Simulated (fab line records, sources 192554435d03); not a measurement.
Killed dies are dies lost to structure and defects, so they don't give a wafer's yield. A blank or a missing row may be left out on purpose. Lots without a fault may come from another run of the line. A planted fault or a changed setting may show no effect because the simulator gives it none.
Chamber matching | flow n5_finfet | N5_BEOL_M8_STRIP_19 on rie_diel-05: 4 sister chambers
The step strips in O2. 4 wafers are shown with their chamber, then 10 later ones without.

WAFERS WITH THEIR CHAMBER
wafer  | chamber | drypump_motor_current_A (A)
L082.4 | 3       | 5.7
L082.5 | 2       | 6.2
L087.1 | 0       | 5.6
L087.3 | 1       | 5.1

WAFERS WITHOUT THEIR CHAMBER
wafer  | drypump_motor_current_A (A)
L087.5 | 6.3
L092.2 | 5.7
L092.3 | 6.3
L092.5 | 5.1
L093.1 | 6.2
L093.3 | 5.6
L093.6 | 5.1
L097.1 | 5.8
L097.2 | 6.2
L097.3 | 5.6

WHICH CHAMBER EACH WENT THROUGH
wafer  | from the rows above     | in truth
L087.5 | 2                       | 2
L092.2 | can't be placed: 3 or 0 | 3
L092.3 | 2                       | 2
L092.5 | 1                       | 1
L093.1 | 2                       | 2
L093.3 | can't be placed: 0 or 3 | 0
L093.6 | 1                       | 1
L097.1 | can't be placed: 3 or 0 | 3
L097.2 | 2                       | 2
L097.3 | can't be placed: 0 or 3 | 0
Placed correctly: 6 of 10. Can't be placed from these rows: 4 (the true chamber is among the candidates in 4). Placed wrongly: 0.
How it was worked out, from the rows above alone: a wafer's distance from a chamber is the root of the sum, over the readings, of the square of ((its reading less the chamber's mean) divided by the reading's scatter). The wafer belongs to the nearest chamber; if the next one is less than 2 further off, it can't be placed. A chamber's mean is the mean of its shown wafers. The scatter: with one shown wafer a chamber, the root of the mean of the squares of how far each hidden wafer lies from its nearest shown one.
